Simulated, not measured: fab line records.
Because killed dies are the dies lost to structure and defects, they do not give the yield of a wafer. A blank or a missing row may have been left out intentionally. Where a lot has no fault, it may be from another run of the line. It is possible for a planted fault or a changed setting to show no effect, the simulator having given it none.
Which tool is to blame? || flow n5-finfet || 12 lots, 36 wafers sampled, at 3 steps of a route of 1938

== WHAT THE GAUGES READ, wafer by wafer ==
N5_BEOL_M6_OVL_MEAS_29.
{"lot": "L075", "measured": "day 8 22:52", "on": "overlay-01", "V5_OVL (nm)": "-0.6 0.2 -0.4"}
{"lot": "L077", "measured": "day 9 18:20", "on": "overlay-02", "V5_OVL (nm)": "-0.2 0.3 -0.7"}
{"lot": "L080", "measured": "day 10 10:32", "on": "overlay-02", "V5_OVL (nm)": "0.8 0.9 0.9"}
{"lot": "L081", "measured": "day 10 15:07", "on": "overlay-02", "V5_OVL (nm)": "-0.6 0.1 0.2"}
{"lot": "L085", "measured": "day 11 11:32", "on": "overlay-02", "V5_OVL (nm)": "0.2 0.6 -0.3"}
{"lot": "L083", "measured": "day 11 17:41", "on": "overlay-02", "V5_OVL (nm)": "-0.4 0.5 0.2"}
{"lot": "L086", "measured": "day 12 02:54", "on": "overlay-01", "V5_OVL (nm)": "-0.8 -0.8 -1.1"}
{"lot": "L090", "measured": "day 12 14:23", "on": "overlay-01", "V5_OVL (nm)": "-0.9 -0.7 -0.7"}
{"lot": "L089", "measured": "day 13 08:44", "on": "overlay-02", "V5_OVL (nm)": "0.3 -0.5 0.0"}
{"lot": "L093", "measured": "day 13 18:15", "on": "overlay-01", "V5_OVL (nm)": "-1.3 -0.5 -0.3"}
{"lot": "L095", "measured": "day 14 07:46", "on": "overlay-01", "V5_OVL (nm)": "-1.1 -0.5 -0.3"}
{"lot": "L097", "measured": "day 14 23:19", "on": "overlay-02", "V5_OVL (nm)": "-0.5 -0.6 -0.2"}

== TOOL THAT RAN EACH LOT (tool first, then ch and the chambers of the sampled wafers, then the start) ==
{"lot": "L075", "N5_BEOL_M6_STRIP_67": "rie-diel-05 ch 0,2,3, day 8 22:19", "N5_BEOL_M6_HM_OPEN_17": "rie-metal-02 ch 0,1, day 8 22:21"}
{"lot": "L077", "N5_BEOL_M6_STRIP_67": "rie-diel-05 ch 2,3, day 9 16:33", "N5_BEOL_M6_HM_OPEN_17": "rie-metal-03 ch 0,1, day 9 16:37"}
{"lot": "L080", "N5_BEOL_M6_STRIP_67": "rie-diel-05 ch 1,3, day 10 07:09", "N5_BEOL_M6_HM_OPEN_17": "rie-metal-03 ch 0,1, day 10 07:11"}
{"lot": "L081", "N5_BEOL_M6_STRIP_67": "rie-diel-01 ch 0,2,3, day 10 13:21", "N5_BEOL_M6_HM_OPEN_17": "rie-metal-01 ch 0,1, day 10 13:25"}
{"lot": "L085", "N5_BEOL_M6_STRIP_67": "rie-diel-01 ch 0,2,3, day 11 08:14", "N5_BEOL_M6_HM_OPEN_17": "rie-metal-02 ch 0,1, day 11 08:16"}
{"lot": "L083", "N5_BEOL_M6_STRIP_67": "rie-diel-05 ch 0,1,3, day 11 17:07", "N5_BEOL_M6_HM_OPEN_17": "rie-metal-03 ch 0,1, day 11 17:10"}
{"lot": "L086", "N5_BEOL_M6_STRIP_67": "rie-diel-01 ch 0,2, day 12 01:38", "N5_BEOL_M6_HM_OPEN_17": "rie-metal-01 ch 0,1, day 12 01:43"}
{"lot": "L090", "N5_BEOL_M6_STRIP_67": "rie-diel-01 ch 0,2, day 12 13:38", "N5_BEOL_M6_HM_OPEN_17": "rie-metal-03 ch 0,1, day 12 13:40"}
{"lot": "L089", "N5_BEOL_M6_STRIP_67": "rie-diel-01 ch 1,2, day 13 06:08", "N5_BEOL_M6_HM_OPEN_17": "rie-metal-01 ch 0,1, day 13 06:11"}
{"lot": "L093", "N5_BEOL_M6_STRIP_67": "rie-diel-02 ch 0,1,3, day 13 15:52", "N5_BEOL_M6_HM_OPEN_17": "rie-metal-03 ch 0,1, day 13 15:55"}
{"lot": "L095", "N5_BEOL_M6_STRIP_67": "rie-diel-01 ch 0,1, day 14 03:37", "N5_BEOL_M6_HM_OPEN_17": "rie-metal-02 ch 0,1, day 14 03:39"}
{"lot": "L097", "N5_BEOL_M6_STRIP_67": "rie-diel-05 ch 0,1,2, day 14 21:15", "N5_BEOL_M6_HM_OPEN_17": "rie-metal-02 ch 0,1, day 14 21:17"}
- N5_BEOL_M6_STRIP_67: strips in CF4.
- N5_BEOL_M6_HM_OPEN_17: chemistry Cl2/BCl3, target TiN, target depth 20 nm, overetch 6 nm.

== THE ANSWER, worked out from the rows above alone ==
Rule: usual is defined by the lots themselves. Put in order of their means at a reading, lots are off if they are a third of the lots or fewer, leave a main group of 4 or more, and stand apart from it by a gap of 3 or more times the standard deviation of the main group's means; of several such gaps the widest counts. Not used: any main group whose means are identical at the precision the tables above print for the reading. A lot without any number at a reading at which 4 lots or more have one is off too. All remaining lots with rows at the step are treated as sound.
Nothing can be told from this: no lot is off at any reading shown.

== WHAT THE SIMULATOR HAD INSERTED ==
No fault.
